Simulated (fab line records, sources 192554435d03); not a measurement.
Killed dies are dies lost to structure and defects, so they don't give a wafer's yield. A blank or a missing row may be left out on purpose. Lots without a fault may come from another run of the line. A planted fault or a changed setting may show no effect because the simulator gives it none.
Chamber matching | flow n5_finfet | N5_BEOL_M2_STRIP_36 on rie_diel-03: 4 sister chambers
The step strips in N2/H2. 7 wafers are shown with their chamber, then 9 later ones without.

WAFERS WITH THEIR CHAMBER
wafer  | chamber | showerhead_plenum_p_Torr (Torr) | drypump_motor_current_A (A)
L077.3 | 2       | 2.44                            | 5.8
L087.6 | 0       | 2.61                            | 5.5
L089.4 | 1       | 2.37                            | 5.4
L089.6 | 3       | 2.56                            | 5.6
L090.1 | 3       | 2.56                            | 5.6
L090.5 | 1       | 2.36                            | 5.4
L090.6 | 0       | 2.60                            | 5.6

WAFERS WITHOUT THEIR CHAMBER
wafer  | showerhead_plenum_p_Torr (Torr) | drypump_motor_current_A (A)
L092.2 | 2.60                            | 5.5
L092.5 | 2.42                            | 5.7
L092.6 | 2.56                            | 5.6
L093.3 | 2.56                            | 5.7
L093.4 | 2.42                            | 5.7
L093.5 | 2.36                            | 5.4
L096.1 | 2.42                            | 5.8
L096.2 | 2.56                            | 5.6
L096.3 | 2.60                            | 5.5

WHICH CHAMBER EACH WENT THROUGH
wafer  | from the rows above | in truth
L092.2 | 0                   | 0
L092.5 | 2                   | 2
L092.6 | 3                   | 3
L093.3 | 3                   | 3
L093.4 | 2                   | 2
L093.5 | 1                   | 1
L096.1 | 2                   | 2
L096.2 | 3                   | 3
L096.3 | 0                   | 0
Placed correctly: 9 of 9. Can't be placed from these rows: 0. Placed wrongly: 0.
How it was worked out, from the rows above alone: a wafer's distance from a chamber is the root of the sum, over the readings, of the square of ((its reading less the chamber's mean) divided by the reading's scatter). The wafer belongs to the nearest chamber; if the next one is less than 2 further off, it can't be placed. A chamber's mean is the mean of its shown wafers. The scatter: the root of (the sum of the squares of (reading less its chamber's mean) over the shown wafers, divided by (wafers less chambers)).
